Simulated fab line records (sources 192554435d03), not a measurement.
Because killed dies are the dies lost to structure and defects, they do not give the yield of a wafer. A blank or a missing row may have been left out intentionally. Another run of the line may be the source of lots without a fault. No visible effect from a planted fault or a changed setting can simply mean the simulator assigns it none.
Split-lot trial ; flow n5_finfet ; route with 1938 steps; 7 lots, 21 wafers read

## SPLIT DETAILS
At N5_ZERO_LAYER_ETCH_18 (etches Si in HBr/Cl2, target depth 120 nm, time 40 s), the setting icp_w was moved away from the recipe's 800 W on 9 of the 21 wafers read, by -17.8% to +14.4%. All remaining wafers had this setting at the recipe value.

The split's own step is where the reading is taken.

## THE READING
etch.depth_nm (the simulator's own value, which no gauge read), in nm, at N5_ZERO_LAYER_ETCH_18 (etches Si in HBr/Cl2, target depth 120 nm, time 40 s). The file does not state a usual value for it. Across the 12 wafers here that went through the recipe, the average is 119.9 nm and the standard deviation 1.6 nm.

wafer;tool, chamber at the split;icp_w as run, W;against the recipe;etch.depth_nm, nm;against lot-mates on the recipe
L075.1;rie_si-03, 0;746.9;-6.6%;115.7;-5.6
L075.3;rie_si-03, 2;800;recipe;121.5;-
L075.6;rie_si-03, 2;800;recipe;121.1;-
L077.1;rie_si-01, 1;800;recipe;116.9;-
L077.2;rie_si-01, 3;800;recipe;119.7;-
L077.5;rie_si-01, 0;662.1;-17.2%;108.2;-10.1
L080.4;rie_si-02, 1;800;recipe;118.2;-
L080.5;rie_si-02, 1;800;recipe;119.2;-
L080.6;rie_si-02, 0;800;recipe;120.9;-
L082.1;rie_si-03, 1;721.9;-9.8%;108.7;no lot-mate on the recipe
L082.2;rie_si-03, 3;721.9;-9.8%;115.9;no lot-mate on the recipe
L082.4;rie_si-03, 0;721.9;-9.8%;112.3;no lot-mate on the recipe
L083.1;rie_si-02, 1;800;recipe;119.4;-
L083.4;rie_si-02, 0;657.3;-17.8%;111.5;-9.0
L083.6;rie_si-02, 0;800;recipe;121.5;-
L093.1;rie_si-03, 0;800;recipe;119;-
L093.3;rie_si-03, 1;915.4;+14.4%;123.1;+4.4
L093.6;rie_si-03, 0;800;recipe;118.4;-
L097.2;rie_si-02, 3;703.5;-12.1%;115.8;-7.1
L097.3;rie_si-02, 1;703.5;-12.1%;113.3;-9.6
L097.4;rie_si-02, 3;800;recipe;122.9;-

FIT RESULTS
A straight line over all 21 wafers: etch.depth_nm changes by +0.5 nm for each +1% of icp_w; r = +0.86; the points scatter about the line by 2.3 nm.
The same after taking each lot's own level away (the mean of its wafers on the recipe; 18 wafers): +0.524 nm for each +1%; r = +0.95; scatter 1.4 nm.
Per that fit: largest icp_w move, reading shift of 9.4 nm.
Measured against the standard deviation above, the lots' own levels, which go from 118.30 to 122.90 nm, span 2.8 times it.
The two slopes agree, so the slope changes little with the lot-to-lot level.
Check: for one of the wafers moved furthest among these (-17.8%), held out of the fit, the line's prediction against its lot-mates is -10.3 nm. It came out at -8.95 nm against them.

## THE WHOLE CHAIN: every reading that the file lists as answering this split, in the file's order
step;what it does;reading;change (the file's fit);r (the file's)
N5_ZERO_LAYER_ETCH_18;etches Si in HBr/Cl2, target depth 120 nm, time 40 s;ZERO_LAYER.feature_depth_nm (the simulator's own value, which no gauge read);+0.527 nm for each +1% of the setting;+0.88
N5_ZERO_LAYER_ETCH_18;etches Si in HBr/Cl2, target depth 120 nm, time 40 s;etch.depth_nm (the simulator's own value, which no gauge read);+0.527 nm for each +1% of the setting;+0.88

## FILE'S OWN FIT
etch.depth_nm changes by +0.527 nm for each +1% of icp_w, r = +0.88.
